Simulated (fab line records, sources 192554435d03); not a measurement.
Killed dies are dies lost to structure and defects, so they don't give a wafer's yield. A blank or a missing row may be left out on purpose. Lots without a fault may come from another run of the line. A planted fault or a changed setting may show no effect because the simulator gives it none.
fab line records | flow n5_finfet
record lots=24 wafers=72 last_day=19
route steps=1938 shown BEOL_M13@1703 BEOL_M14@1717
lots that met no fault: from a run of the same line without faults
start_h: hours from the record's first day to the start of the lot's first wafer shown | wait_h: hours since the lot's step before | " the same as in the row above | L1.1+2: a row that stands for several wafers | - no value, or no start given | * or withheld: withheld | < > ~ a bound
route shown NAME@n: a module of which the file shows steps, and the number in the route of the first | usual: mean/standard deviation of fault-free wafers | same: alike in all rows | chamber/n: place in a boat | sites: the reading at each site | _std_site: their standard deviation | _edge_site: outer sites' mean less inner sites' | radius_mm: how far each site lies from the wafer's centre | mask NAME#n: copy n | behind: the tool/chamber that last shaped the wafer | hold: why the lot was held/for how many hours/how that ended | device: the transistor (n, p or np) that didn't switch | end of line: the same wafers' tests at the end of the route | a step without rows: its recipe alone | killed: dies lost to structure and defects at the first sort, not the wafer's yield | map: a wafer's dies, x killed, . not, _ none there
set.NAME: the setting as run; set.NAME@STEP: as run at that earlier step | model.NAME: the simulator's own value behind a step, which no gauge read
steps of the route over a sample of lots; a table a step, a row a wafer
services: from which hour (start_h, from the record's first day; less than 0 if before it) a tool's chamber was out of use, for how many hours, and why
## steps
# step N5_BEOL_M13_DEGAS_41
# recipe ambient=vacuum temp_c=250 time_s=60
# usual heater_power_w=347/26 susceptor_temp_C=250.01/0.18
# columns lot.wafer tool chamber start_h wait_h heater_power_w susceptor_temp_C
L075.2 pvd_sputter-02 - 277.55 0.6 320 250.29
L075.4 " - " " 374 250.15
L075.6 " - " " 378 249.83
L074.1 pvd_sputter-02 - 277.95 0.4 326 250.09
L074.4 " - " " 324 250.24
L074.6 " - " " 328 250.15
L076.3 pvd_sputter-03 - 278.05 0.2 294 249.95
L076.4 " - " " 345 249.90
L076.6 " - " " 352 250.05
L077.4 pvd_sputter-01 - 286.51 0.2 379 250.09
L077.5 " - " " 376 250.14
L077.6 " - " " 350 250.05
L078.1 pvd_sputter-02 - 286.74 0.1 345 249.87
L078.3 " - " " 370 249.89
L078.5 " - " " 344 250.06
L079.2 pvd_sputter-03 - 306.35 0.7 346 249.77
L079.5 " - " " 290 250.00
L079.6 " - " " 350 250.00
L081.3 pvd_sputter-02 - 307.91 0.6 328 249.94
L081.5 " - " " 376 250.20
L081.6 " - " " 344 249.94
L080.1 pvd_sputter-03 - 312.41 0.4 345 250.23
L080.2 " - " " 342 249.80
L080.4 " - " " 288 249.77
L082.1 pvd_sputter-02 - 315.72 0.0 345 249.88
L082.3 " - " " 329 250.19
L082.4 " - " " 383 249.71
L083.1 pvd_sputter-02 - 318.94 0.3 347 250.07
L083.4 " - " " 324 249.99
L083.6 " - " " 319 250.38
L084.1 pvd_sputter-01 - 323.54 0.1 369 250.11
L084.3 " - " " 369 250.09
L084.4 " - " " 384 250.27
L085.2 pvd_sputter-03 - 341.59 0.3 384 249.82
L085.4 " - " " 354 249.98
L085.5 " - " " 344 250.13
L086.1 pvd_sputter-03 - 352.26 0.1 359 249.82
L086.2 " - " " 379 249.91
L086.3 " - " " 300 249.77
L089.1 pvd_sputter-02 - 355.52 0.2 366 250.19
L089.3 " - " " 350 250.20
L089.6 " - " " 317 250.04
L088.1 pvd_sputter-02 - 365.88 0.2 319 250.21
L088.3 " - " " 339 250.16
L088.4 " - " " 371 250.17
L091.1 pvd_sputter-01 - 366.27 0.5 390 250.08
L091.3 " - " " 352 249.69
L091.4 " - " " 314 249.95
L087.2 pvd_sputter-01 - 369.25 0.4 354 250.26
L087.4 " - " " 319 250.08
L087.6 " - " " 327 250.15
L090.1 pvd_sputter-03 - 383.45 0.4 388 249.84
L090.2 " - " " 351 250.21
L090.4 " - " " 293 250.02
L092.2 pvd_sputter-01 - 387.09 0.0 319 249.89
L092.3 " - " " 374 249.98
L092.5 " - " " 341 249.91
L095.1 pvd_sputter-03 - 402.32 0.2 352 249.86
L095.2 " - " " 379 249.86
L095.3 " - " " 286 250.00
L093.1 pvd_sputter-02 - 405.03 0.3 342 249.84
L093.2 " - " " 363 250.30
L093.6 " - " " 369 249.90
L094.2 pvd_sputter-03 - 405.06 0.2 349 249.95
L094.5 " - " " 386 249.79
L094.6 " - " " 349 250.00
L096.1 pvd_sputter-01 - 421.05 0.2 386 250.15
L096.2 " - " " 348 250.05
L096.6 " - " " 357 250.20
L097.1 pvd_sputter-01 - 434.40 0.2 378 249.70
L097.3 " - " " 374 249.86
L097.5 " - " " 352 249.94
# step N5_BEOL_M13_DEP_53
# recipe material=SiCN target_thk_a=500 temp_c=withheld precursor=3MS/NH3 pressure_torr=3 rf_w=675 time_s=17.8
# usual chamber_pressure_Torr=3.000/0.0069 showerhead_plenum_p_Torr=4.164/0.017 throttle_valve_pct=18.1/1
# columns lot.wafer tool chamber start_h wait_h chamber_pressure_Torr showerhead_plenum_p_Torr throttle_valve_pct
L075.2 pecvd-03 1 278.91 0.0 2.998 4.141 20.8
L075.4 " 1 " " 3.002 4.137 20.8
L075.6 " 2 " " 2.998 4.137 17.0
L074.1 pecvd-03 2 279.18 0.0 2.996 4.148 17.0
L074.4 " 1 " " 3.019 4.140 20.4
L074.6 " 2 " " 2.991 4.137 16.9
L076.3 pecvd-04 1 279.30 0.0 2.998 4.166 18.0
L076.4 " 0 " " 3.002 4.175 17.8
L076.6 " 1 " " 2.991 4.177 17.6
L077.4 pecvd-04 1 287.70 0.0 2.997 4.174 17.8
L077.5 " 2 " " 2.988 4.179 18.3
L077.6 " 0 " " 3.012 4.168 17.7
L078.1 pecvd-04 1 287.95 0.0 2.999 4.164 18.1
L078.3 " 0 " " 3.006 4.174 17.4
L078.5 " 0 " " 3.003 4.177 17.3
L079.2 pecvd-02 1 307.52 0.0 2.996 4.201 17.4
L079.5 " 0 " " 3.001 4.182 17.3
L079.6 " 2 " " 2.993 4.150 17.8
L081.3 pecvd-04 2 309.30 0.0 2.997 4.172 18.3
L081.5 " 0 " " 2.990 4.176 17.6
L081.6 " 1 " " 3.003 4.163 17.7
L080.1 pecvd-02 2 313.58 0.0 2.992 4.139 17.0
L080.2 " 0 " " 3.005 4.175 17.2
L080.4 " 1 " " 2.999 4.197 17.3
L082.1 pecvd-04 0 316.89 0.0 3.005 4.176 17.5
L082.3 " 1 " " 2.996 4.168 17.9
L082.4 " 2 " " 2.994 4.174 18.2
L083.1 pecvd-03 1 320.24 0.0 2.993 4.143 21.1
L083.4 " 0 " " 2.999 4.135 18.6
L083.6 " 1 " " 2.997 4.152 20.8
L084.1 pecvd-02 1 324.71 0.0 2.996 4.193 17.1
L084.3 " 0 " " 2.999 4.177 17.3
L084.4 " 2 " " 3.005 4.141 17.6
L085.2 pecvd-03 1 342.87 0.0 2.988 4.146 20.7
L085.4 " 0 " " 2.979 4.142 18.6
L085.5 " 0 " " 2.983 4.136 18.4
L086.1 pecvd-04 0 353.71 0.0 3.005 4.173 17.8
L086.2 " 1 " " 3.000 4.172 17.9
L086.3 " 2 " " 2.999 4.170 18.4
L089.1 pecvd-04 1 356.69 0.0 3.003 4.163 17.7
L089.3 " 2 " " 3.000 4.179 18.7
L089.6 " 1 " " 3.002 4.168 17.8
L088.1 pecvd-02 1 367.25 0.0 3.008 4.193 17.5
L088.3 " 0 " " 3.016 4.173 17.4
L088.4 " 0 " " 3.005 4.181 17.5
L091.1 pecvd-04 1 367.44 0.0 2.982 4.165 17.6
L091.3 " 0 " " 3.003 4.180 17.8
L091.4 " 2 " " 2.986 4.188 18.5
L087.2 pecvd-04 1 370.43 0.0 3.005 4.159 17.9
L087.4 " 0 " " 3.001 4.174 17.8
L087.6 " 2 " " 3.001 4.177 18.3
L090.1 pecvd-03 2 385.02 0.0 3.005 4.148 17.2
L090.2 " 0 " " 3.003 4.138 18.7
L090.4 " 1 " " 3.008 4.142 20.8
L092.2 pecvd-04 0 389.25 0.0 3.000 4.178 17.7
L092.3 " 0 " " 3.001 4.176 17.5
L092.5 " 2 " " 2.994 4.190 18.3
L095.1 pecvd-03 1 404.64 0.0 2.996 4.137 20.6
L095.2 " 0 " " 2.998 4.138 18.4
L095.3 " 2 " " 3.001 4.149 17.3
L093.1 pecvd-02 0 406.70 0.0 2.994 4.167 17.6
L093.2 " 1 " " 3.007 4.184 17.4
L093.6 " 0 " " 3.000 4.166 17.3
L094.2 pecvd-04 2 407.12 0.0 2.996 4.175 18.7
L094.5 " 0 " " 3.005 4.180 17.8
L094.6 " 2 " " 2.996 4.178 18.6
L096.1 pecvd-04 0 422.23 0.0 2.991 4.176 17.7
L096.2 " 2 " " 3.003 4.177 18.9
L096.6 " 1 " " 2.992 4.154 16.8
L097.1 pecvd-03 1 435.57 0.0 3.004 4.142 20.6
L097.3 " 2 " " 3.004 4.155 17.4
L097.5 " 2 " " 2.995 4.149 17.4
# step N5_BEOL_M13_INSPECT_55
# recipe inspect_instrument=darkfield mode=post_dep
# usual raw_defect_count=61/17
# columns lot.wafer tool chamber start_h wait_h raw_defect_count
L075.2 defect_inspect-01 - 279.00 0.0 46
L075.4 " - " " 40
L075.6 " - " " 36
L074.1 defect_inspect-01 - 279.27 0.0 68
L074.4 " - " " 77
L074.6 " - " " 72
L076.3 defect_inspect-01 - 279.40 0.0 99
L076.4 " - " " 69
L076.6 " - " " 73
L077.4 defect_inspect-02 - 287.77 0.0 52
L077.5 " - " " 40
L077.6 " - " " 42
L078.1 defect_inspect-01 - 288.05 0.0 73
L078.3 " - " " 89
L078.5 " - " " 88
L079.2 defect_inspect-01 - 307.62 0.0 44
L079.5 " - " " 65
L079.6 " - " " 50
L081.3 defect_inspect-01 - 309.40 0.0 37
L081.5 " - " " 53
L081.6 " - " " 51
L080.1 defect_inspect-01 - 313.67 0.0 50
L080.2 " - " " 50
L080.4 " - " " 67
L082.1 defect_inspect-02 - 317.28 0.0 59
L082.3 " - " " 54
L082.4 " - " " 42
L083.1 defect_inspect-01 - 320.34 0.0 35
L083.4 " - " " 90
L083.6 " - " " 41
L084.1 defect_inspect-01 - 324.81 0.0 55
L084.3 " - " " 58
L084.4 " - " " 57
L085.2 defect_inspect-01 - 342.98 0.0 55
L085.4 " - " " 41
L085.5 " - " " 72
L086.1 defect_inspect-01 - 353.80 0.0 35
L086.2 " - " " 58
L086.3 " - " " 54
L089.1 defect_inspect-02 - 356.79 0.0 32
L089.3 " - " " 50
L089.6 " - " " 73
L088.1 defect_inspect-02 - 367.34 0.0 64
L088.3 " - " " 44
L088.4 " - " " 82
L091.1 defect_inspect-01 - 367.53 0.0 39
L091.3 " - " " 56
L091.4 " - " " 55
L087.2 defect_inspect-02 - 370.53 0.0 50
L087.4 " - " " 35
L087.6 " - " " 93
L090.1 defect_inspect-02 - 385.11 0.0 49
L090.2 " - " " 76
L090.4 " - " " 71
L092.2 defect_inspect-02 - 389.36 0.0 62
L092.3 " - " " 57
L092.5 " - " " 36
L095.1 defect_inspect-02 - 404.74 0.0 63
L095.2 " - " " 94
L095.3 " - " " 74
L093.1 defect_inspect-01 - 406.80 0.0 50
L093.2 " - " " 76
L093.6 " - " " 79
L094.2 defect_inspect-02 - 407.23 0.0 84
L094.5 " - " " 82
L094.6 " - " " 78
L096.1 defect_inspect-01 - 422.32 0.0 51
L096.2 " - " " 45
L096.6 " - " " 42
L097.1 defect_inspect-01 - 435.67 0.0 73
L097.3 " - " " 69
L097.5 " - " " 78
# step N5_BEOL_M14_THK_MEAS_01
# recipe reads=SiO2_of_BEOL_M14_ILD_DEP_00
# usual M14_ILD_THK=1118/16
# columns lot.wafer tool chamber start_h wait_h M14_ILD_THK[nm]
L075.2 film_metro-02 - 279.23 0.1 1110
L075.4 " - " " 1146
L075.6 " - " " 1135
L074.1 film_metro-01 - 279.50 0.1 1099
L074.4 " - " " 1103
L074.6 " - " " 1118
L076.3 film_metro-02 - 279.63 0.1 1105
L076.4 " - " " 1128
L076.6 " - " " 1119
L077.4 film_metro-02 - 288.00 0.0 1127
L077.5 " - " " 1124
L077.6 " - " " 1103
L078.1 film_metro-02 - 288.27 0.1 1119
L078.3 " - " " 1115
L078.5 " - " " 1130
L079.2 film_metro-01 - 307.84 0.1 1120
L079.5 " - " " 1142
L079.6 " - " " 1149
L081.3 film_metro-02 - 309.63 0.1 1118
L081.5 " - " " 1135
L081.6 " - " " 1109
L080.1 film_metro-01 - 313.90 0.1 1109
L080.2 " - " " 1095
L080.4 " - " " 1112
L082.1 film_metro-02 - 317.50 0.1 1131
L082.3 " - " " 1117
L082.4 " - " " 1143
L083.1 film_metro-01 - 320.56 0.1 1101
L083.4 " - " " 1144
L083.6 " - " " 1134
L084.1 film_metro-01 - 325.03 0.1 1125
L084.3 " - " " 1104
L084.4 " - " " 1124
L085.2 film_metro-01 - 343.21 0.1 1109
L085.4 " - " " 1132
L085.5 " - " " 1117
L086.1 film_metro-02 - 354.03 0.1 1106
L086.2 " - " " 1133
L086.3 " - " " 1111
L089.1 film_metro-02 - 357.01 0.1 1119
L089.3 " - " " 1112
L089.6 " - " " 1119
L088.1 film_metro-01 - 367.57 0.1 1110
L088.3 " - " " 1127
L088.4 " - " " 1140
L091.1 film_metro-01 - 367.76 0.1 1101
L091.3 " - " " 1114
L091.4 " - " " 1130
L087.2 film_metro-02 - 370.75 0.1 1092
L087.4 " - " " 1108
L087.6 " - " " 1131
L090.1 film_metro-01 - 385.34 0.1 1141
L090.2 " - " " 1130
L090.4 " - " " 1136
L092.2 film_metro-02 - 389.59 0.1 1101
L092.3 " - " " 1114
L092.5 " - " " 1109
L095.1 film_metro-01 - 404.96 0.1 1117
L095.2 " - " " 1115
L095.3 " - " " 1120
L093.1 film_metro-01 - 407.03 0.1 1072
L093.2 " - " " 1097
L093.6 " - " " 1092
L094.2 film_metro-01 - 407.46 0.1 1087
L094.5 " - " " 1137
L094.6 " - " " 1120
L096.1 film_metro-02 - 422.55 0.1 1104
L096.2 " - " " 1108
L096.6 " - " " 1102
L097.1 film_metro-02 - 435.89 0.1 1105
L097.3 " - " " 1116
L097.5 " - " " 1114
# step N5_BEOL_M14_ETCH_59
# recipe chemistry=N2/H2 target=BARC target_depth_a=890 overetch_a=267 time_s=67.9 ion_energy_ev=200 pressure_mtorr=30 source_w=840 bias_w=150 n2_flow_sccm=200 h2_flow_sccm=200
# usual chamber_pressure_mTorr=29.998/0.028 drypump_motor_current_A=5.7/0.61 oes_product_au=0.68/0.056 rf_vpp_V=524.1/2.2 showerhead_plenum_p_Torr=2.56/0.076 throttle_valve_pct=17.88/0.25
# columns lot.wafer tool chamber start_h wait_h chamber_pressure_mTorr drypump_motor_current_A oes_product_au rf_hours_counter_h rf_vpp_V showerhead_plenum_p_Torr throttle_valve_pct
L075.2 rie_diel-05 2 279.67 0.0 29.989 6.6 0.67 89 524.1 2.57 17.72
L075.4 " 0 " " 30.021 5.1 0.71 78 527.4 2.59 17.85
L075.6 " 0 " " 29.991 5.1 0.70 - 524.4 2.59 17.84
L074.1 rie_diel-05 3 280.06 0.0 29.972 5.7 0.68 91 521.8 2.46 17.67
L074.4 " 2 " " 30.017 6.6 0.68 89 525.2 2.57 17.74
L074.6 " 2 " " 29.983 6.6 0.68 - 525.1 2.57 17.71
L076.3 rie_diel-03 0 280.22 0.0 30.053 5.7 0.74 40 528.1 2.70 17.84
L076.4 " 2 " " 29.969 5.1 0.68 95 520.9 2.48 18.12
L076.6 " 1 " " 29.956 4.7 0.68 - 523.0 2.47 18.23
L077.4 rie_diel-05 1 288.56 0.0 30.013 5.5 0.60 223 526.8 2.62 18.21
L077.5 " 0 " " 30.031 5.1 0.70 - 523.8 2.59 17.82
L077.6 " 1 " " 29.997 5.5 0.61 - 524.5 2.62 18.22
L078.1 rie_diel-04 2 288.83 0.0 30.012 4.9 0.77 23 528.8 2.69 17.48
L078.3 " 1 " " 30.025 6.3 0.73 50 525.1 2.59 17.49
L078.5 " 3 " " 29.999 6.2 0.62 - 525.6 2.62 18.18
L079.2 rie_diel-03 2 308.27 0.0 30.002 5.1 0.67 105 520.5 2.48 18.13
L079.5 " 1 " " 30.002 4.7 0.67 - 521.0 2.46 18.26
L079.6 " 2 " " 29.983 5.1 0.67 - 522.3 2.48 18.14
L081.3 rie_diel-04 2 310.05 0.0 30.015 4.9 0.76 29 527.3 2.69 17.47
L081.5 " 0 " " 30.064 6.2 0.59 - 523.3 2.50 18.29
L081.6 " 3 " " 30.018 6.2 0.62 - 525.9 2.62 18.19
L080.1 rie_diel-05 1 314.44 0.0 30.030 5.5 0.60 232 524.7 2.61 18.23
L080.2 " 3 " " 29.973 5.7 0.66 102 521.8 2.46 17.70
L080.4 " 0 " " 30.035 5.1 0.69 90 525.3 2.58 17.86
L082.1 rie_diel-03 3 318.53 0.0 30.017 5.1 0.70 79 521.6 2.46 17.64
L082.3 " 2 " " 29.966 5.1 0.66 110 521.2 2.47 18.13
L082.4 " 0 " " 30.007 5.7 0.73 54 527.4 2.70 17.87
L083.1 rie_diel-05 0 321.14 0.0 29.991 5.1 0.69 93 524.2 2.58 17.86
L083.4 " 3 " " 30.020 5.7 0.66 106 520.4 2.46 17.71
L083.6 " 1 " " 29.983 5.5 0.60 - 523.5 2.61 18.25
L084.1 rie_diel-04 0 326.06 0.0 29.963 6.2 0.59 239 523.9 2.50 18.29
L084.3 " 2 " " 29.986 4.9 0.76 34 527.3 2.68 17.50
L084.4 " 1 " " 30.009 6.3 0.72 62 525.6 2.59 17.52
L085.2 rie_diel-05 2 343.90 0.0 30.014 6.6 0.67 109 523.7 2.56 17.78
L085.4 " 0 " " 30.008 5.1 0.68 101 523.4 2.58 17.88
L085.5 " 1 " " 30.014 5.5 0.60 - 526.8 2.61 18.25
L086.1 rie_diel-04 0 354.59 0.0 30.005 6.2 0.59 249 520.9 2.50 18.31
L086.2 " 3 " " 29.966 6.2 0.60 237 525.9 2.61 18.20
L086.3 " 2 " " 30.019 4.9 0.75 44 527.6 2.68 17.49
L089.1 rie_diel-03 0 357.57 0.0 29.976 5.7 0.72 67 528.2 2.69 17.89
L089.3 " 1 " " 30.013 4.7 0.66 122 521.9 2.45 18.31
L089.6 " 1 " " 29.975 4.7 0.66 - 522.4 2.45 18.29
L088.1 rie_diel-05 2 368.13 0.0 29.992 6.6 0.65 119 523.8 2.56 17.78
L088.3 " 3 " " 29.979 5.7 0.66 121 522.2 2.45 17.74
L088.4 " 3 " " 29.997 5.7 0.65 - 521.2 2.45 17.71
L091.1 rie_diel-05 2 368.47 0.0 29.966 6.6 0.65 119 524.2 2.56 17.77
L091.3 " 3 " " 30.002 5.7 0.65 122 521.3 2.45 17.74
L091.4 " 2 " " 30.033 6.6 0.66 - 523.5 2.56 17.76
L087.2 rie_diel-05 3 371.18 0.0 30.002 5.7 0.65 123 521.8 2.45 17.74
L087.4 " 3 " " 30.012 5.7 0.65 - 520.8 2.45 17.73
L087.6 " 0 " " 30.059 5.1 0.66 - 525.0 2.57 17.89
L090.1 rie_diel-04 1 385.77 0.0 29.992 6.3 0.69 86 526.0 2.58 17.55
L090.2 " 2 " " 29.973 4.9 0.73 57 527.4 2.67 17.54
L090.4 " 2 " " 29.998 4.9 0.73 - 526.8 2.67 17.53
L092.2 rie_diel-05 2 390.14 0.0 29.982 6.6 0.65 128 523.9 2.55 17.79
L092.3 " 3 " " 29.995 5.7 0.65 131 521.3 2.45 17.75
L092.5 " 3 " " 30.048 5.7 0.64 - 521.3 2.45 17.74
L095.1 rie_diel-05 3 405.52 0.0 30.032 5.7 0.64 136 520.7 2.45 17.75
L095.2 " 2 " " 29.985 6.6 0.64 134 523.9 2.55 17.80
L095.3 " 0 " " 29.995 5.1 0.66 124 525.6 2.57 17.92
L093.1 rie_diel-04 3 407.58 0.0 29.957 6.2 0.81 1 525.2 2.61 17.79
L093.2 " 0 " " 30.053 6.2 0.79 13 522.7 2.49 17.84
L093.6 " 3 " " 29.990 6.2 0.81 - 526.0 2.61 17.78
L094.2 rie_diel-04 1 408.01 0.0 30.041 6.3 0.68 92 525.5 2.57 17.55
L094.5 " 1 " " 30.006 6.3 0.68 - 524.5 2.57 17.55
L094.6 " 0 " " 30.049 6.2 0.79 - 522.3 2.49 17.83
L096.1 rie_diel-05 1 422.98 0.0 30.035 5.5 0.80 11 526.7 2.60 17.90
L096.2 " 0 " " 29.969 5.1 0.65 130 524.9 2.56 17.94
L096.6 " 1 " " 30.041 5.5 0.80 - 526.4 2.60 17.90
L097.1 rie_diel-03 1 436.32 0.0 29.981 4.7 0.64 150 520.5 2.44 18.34
L097.3 " 3 " " 29.999 5.1 0.66 113 522.5 2.44 17.71
L097.5 " 1 " " 30.044 4.7 0.63 - 521.0 2.44 18.34
# step N5_BEOL_M14_CMP_49
# recipe stop_on=SiO2 t_overpolish_s=5.2 down_force_psi=2 platen_rpm=80 clearing_platen_down_force_psi=2 clearing_platen_rpm=80 post_cmp_clean=cu_alkaline target_thk_nm=560 clearing_platen_pad_velocity_m_s=1.5917 pad_velocity_m_s=1.5917
# usual barrier_field_endpoint_s=11.42/0.29 motor_current_A=8.0/0.57 overpolish_run_s=5.200/0.0098 time_to_endpoint_s=122/4.7
# columns lot.wafer tool chamber start_h wait_h barrier_field_endpoint_s motor_current_A overpolish_run_s time_to_endpoint_s
L075.4 cmp-01 0 282.57 0.1 11.67 7.3 5.187 127
L075.2 " 2 " " 11.49 7.7 5.198 128
L075.6 " 0 " " 11.50 7.2 5.194 124
L074.1 cmp-01 0 285.21 0.3 11.50 7.9 5.192 120
L074.4 " 2 " " 11.25 7.7 5.183 121
L074.6 " 1 " " 10.96 7.7 5.201 117
L076.3 cmp-02 3 287.08 0.2 11.37 7.5 5.205 126
L076.4 " 1 " " 11.61 7.5 5.186 128
L076.6 " 3 " " 11.44 7.6 5.200 125
L077.4 cmp-02 3 298.75 0.2 11.46 7.6 5.203 127
L077.5 " 0 " " 11.22 8.8 5.207 123
L077.6 " 1 " " 11.69 7.6 5.193 130
L078.1 cmp-02 2 299.93 0.3 11.60 9.0 5.198 119
L078.3 " 3 " " 11.94 7.8 5.186 125
L078.5 " 2 " " 11.44 9.3 5.193 122
L079.2 cmp-01 3 313.58 0.2 11.11 8.7 5.209 114
L079.6 " 3 " " 10.92 8.5 5.205 115
L079.5 " 0 " " 11.23 7.7 5.206 119
L081.3 cmp-02 3 313.94 0.3 11.07 7.0 5.198 116
L081.6 " 1 " " 11.50 7.3 5.195 123
L081.5 " 2 " " 10.96 8.7 5.189 115
L080.4 cmp-01 0 320.56 0.1 11.50 7.6 5.182 123
L080.1 " 1 " " 11.41 7.4 5.209 125
L080.2 " 3 " " 10.98 8.7 5.199 117
L082.1 cmp-02 1 321.57 0.3 10.92 7.9 5.190 116
L082.4 " 3 " " 11.15 7.5 5.197 117
L082.3 " 0 " " 11.06 8.9 5.218 119
L083.1 cmp-01 3 324.07 0.3 11.32 8.6 5.217 119
L083.4 " 2 " " 11.84 8.2 5.190 127
L083.6 " 0 " " 11.64 7.6 5.195 124
L084.3 cmp-03 3 328.97 0.2 11.49 7.8 5.189 122
L084.1 " 0 " " 11.28 8.8 5.201 121
L084.4 " 1 " " 11.68 7.9 5.205 126
L085.4 cmp-02 0 346.54 0.1 11.71 8.6 5.191 128
L085.2 " 1 " " 11.99 7.4 5.208 132
L085.5 " 0 " " 11.62 8.7 5.188 128
L086.1 cmp-01 2 358.32 0.3 11.77 8.3 5.214 123
L086.2 " 3 " " 11.15 8.7 5.206 114
L086.3 " 1 " " 11.60 7.7 5.198 123
L089.1 cmp-02 0 362.10 0.3 11.36 8.1 5.211 123
L089.3 " 2 " " 11.50 9.0 5.212 120
L089.6 " 1 " " 11.54 7.6 5.203 126
L088.4 cmp-02 1 373.04 0.1 11.56 7.6 5.191 125
L088.1 " 2 " " 11.46 8.7 5.196 121
L088.3 " 3 " " 11.40 7.4 5.177 121
L091.1 cmp-03 1 373.31 0.3 11.41 7.9 5.185 118
L091.4 " 3 " " 11.22 7.9 5.203 119
L091.3 " 0 " " 11.28 8.1 5.188 122
L087.4 cmp-03 1 378.81 0.1 11.24 7.8 5.181 115
L087.2 " 0 " " 11.09 8.5 5.207 117
L087.6 " 2 " " 11.23 8.2 5.199 119
L090.2 cmp-01 3 391.15 0.2 10.91 8.7 5.203 115
L090.4 " 0 " " 11.46 7.8 5.190 119
L090.1 " 2 " " 11.30 8.2 5.197 122
L092.3 cmp-01 2 395.69 0.2 11.63 7.9 5.204 123
L092.2 " 3 " " 11.17 8.6 5.211 115
L092.5 " 1 " " 11.66 7.6 5.191 125
L093.1 cmp-01 3 411.05 0.3 10.89 9.0 5.212 113
L093.2 " 0 " " 11.28 8.0 5.200 116
L093.6 " 1 " " 11.37 7.7 5.210 121
L095.3 cmp-02 2 411.10 0.2 11.73 9.0 5.200 123
L095.2 " 0 " " 11.91 8.3 5.207 128
L095.1 " 1 " " 11.58 7.6 5.192 128
L094.2 cmp-02 0 411.66 0.2 11.90 8.5 5.198 128
L094.5 " 0 " " 11.60 8.8 5.208 127
L094.6 " 1 " " 11.87 7.8 5.202 131
L096.1 cmp-01 1 430.88 0.3 11.73 7.4 5.161 123
L096.2 " 0 " " 11.02 7.7 5.193 118
L096.6 " 1 " " 11.26 7.6 5.197 119
L097.3 cmp-01 1 439.22 0.2 11.21 7.8 5.204 122
L097.1 " 3 " " 11.20 8.6 5.199 113
L097.5 " 2 " " 11.41 7.8 5.210 122
## services
# columns tool chamber start_h hours kind
cmp-02 - 257.23 1.9 repair
rie_diel-04 0 267.86 1.3 repair
cmp-03 - 282.95 0.6 repair
cmp-01 - 290.19 6.8 pm
pecvd-04 2 295.10 2.1 scheduled_down
pecvd-03 - 304.54 5.5 pm
rie_diel-03 - 317.11 0.4 repair
cmp-02 - 325.38 4.0 pm
cmp-01 - 325.73 2.3 repair
pecvd-03 - 332.36 0.8 pm
pecvd-03 2 337.88 15.0 repair
rie_diel-03 - 340.17 4.3 pm
cmp-01 - 345.33 1.5 repair
cmp-01 - 348.51 0.6 repair
pecvd-04 0 360.53 5.8 repair
rie_diel-05 1 364.60 - clean
rie_diel-05 1 364.60 - consumable_replace:focus_ring
rie_diel-05 1 364.60 27.4 scheduled_down
rie_diel-05 1 364.60 27.4 vent_cycle
rie_diel-04 - 386.34 1.0 repair
cmp-03 - 391.14 0.5 repair
cmp-02 - 404.00 1.1 repair
pecvd-02 - 407.41 1.8 repair
pecvd-03 2 427.96 2.1 repair
## key
fault none
